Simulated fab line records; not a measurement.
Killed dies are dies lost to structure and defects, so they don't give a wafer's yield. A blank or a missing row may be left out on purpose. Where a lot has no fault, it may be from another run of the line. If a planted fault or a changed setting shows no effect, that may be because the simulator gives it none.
Problem report, 8D (eight disciplines) form, completed by code + flow n5_finfet + the parts of the form that need people (team, actions taken, sign-off) are left out

== 1. WHAT IS WRONG ==
Wafers without a fault read 37.9 nm, standard deviation 0.45; thk_nm at N5_FIN_SAQP_THK_MEAS_05 reads a mean of 25.7 nm on 3 wafers belonging to 3 lots. Measured from the usual mean, that is -27 standard deviations.
First observed at day 5 22:35: wafer L544.1, on film_metro-01. The record has a number at this step for 43 wafers belonging to 15 lots. The rule behind "out" and "out of limits": a value lying over 4 standard deviations away from the usual mean. Any other wafer with a number is counted as sound.

== 2. WHAT IT IS; WHAT IT IS NOT ==
| question                    | is                           | is not                                                                                |
|-----------------------------|------------------------------|---------------------------------------------------------------------------------------|
| which readings at this step | thk_nm                       | -                                                                                     |
| which lots                  | L544, L545, L546             | L528, L531, L532, L533, L534, L535, L536, L537, L538, L539, L549, L550                |
| which wafers of those lots  | L544.1, L545.1, L546.1       | L544.3, L544.5, L545.6, L546.3                                                        |
| read on which gauges        | film_metro-01, film_metro-02 | -                                                                                     |
| when                        | from day 5 22:35             | up to then (32 sound wafers); but 8 sound wafers of L545, L546, L549, L550 came after |

== 3. WHAT RULES OUT EACH SUSPECT ==
Counting: if a tool at a process step up to the reading ran every lot that is out, it stays a suspect. Sound lots after the first of them don't rule it out here, since some wafers of a struck lot are sound.
- the gauge at N5_FIN_SAQP_THK_MEAS_05 is ruled out. Those wafers that are out were read across 2 gauges (film_metro-01, film_metro-02).
- pecvd-01 at N5_FIN_SAQP_HM_DEP_03 (deposits SiNx from SiH4/NH3/N2, target thk 38 nm, time 33.6 s): kept. Every lot that is out went through it, the first being L544 (day 5 22:30); the last sound lot it ran before that was L539 (day 4 16:09).
The count leaves pecvd-01 at N5_FIN_SAQP_HM_DEP_03.

== 4. THE CAUSE (what the simulator had put in) ==
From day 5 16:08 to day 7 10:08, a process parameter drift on pecvd-01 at N5_FIN_SAQP_HM_DEP_03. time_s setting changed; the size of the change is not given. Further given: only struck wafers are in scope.
This tool alone remained once counting was done.

== 5. SEQUENCE OF EFFECTS, ordered by route ==
One row per reading whose mean, taken over the struck wafers that have a number, lies over 3 standard deviations from the usual. Only readings for which the record gives a usual standard deviation are gone through. hours: the time from each lot's start at the first step in this table that gives one to its start at this step, as a median over the lots. sigmas: the change in usual standard deviations.
| hours | step                    | reading           | usual   | on struck wafers | change | sigmas |
|-------|-------------------------|-------------------|---------|------------------|--------|--------|
| 0     | N5_FIN_SAQP_THK_MEAS_05 | thk_nm            | 37.9 nm | 25.7             | -12.2  | -27    |
| 5     | N5_FIN_SAQP_HM_OPEN_33  | etch_rf_on_time_s | 69.3 s  | 46.8             | -22.5  | -17    |
The process steps in it:
- N5_FIN_SAQP_HM_OPEN_33: chemistry CH3F/O2, target SiNx, target depth 49.4 nm, time 70.6 s.
Later measuring or inspecting steps at which every struck wafer that the step has a row for has a number for every such reading, and none has moved that far: N5_FIN_SAQP_OVL_MEAS_17, N5_BEOL_M4_RC_MEAS_101.

== 6. HOW IT WOULD HAVE BEEN CAUGHT EARLIER ==
In this record the first reading out of limits at a measuring or inspecting step was taken at day 5 22:35, 6 hours after the fault began at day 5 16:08.
An alarm limit of 4 standard deviations would not have fired on the tool readings at N5_FIN_SAQP_HM_DEP_03 for which the record gives a usual standard deviation, since none of them was out on any struck wafer.
Lots out: 3; of these, L545, L546 started N5_FIN_SAQP_HM_DEP_03 on pecvd-01 after day 5 22:35. A hold on the tool at that time would have spared those 2.
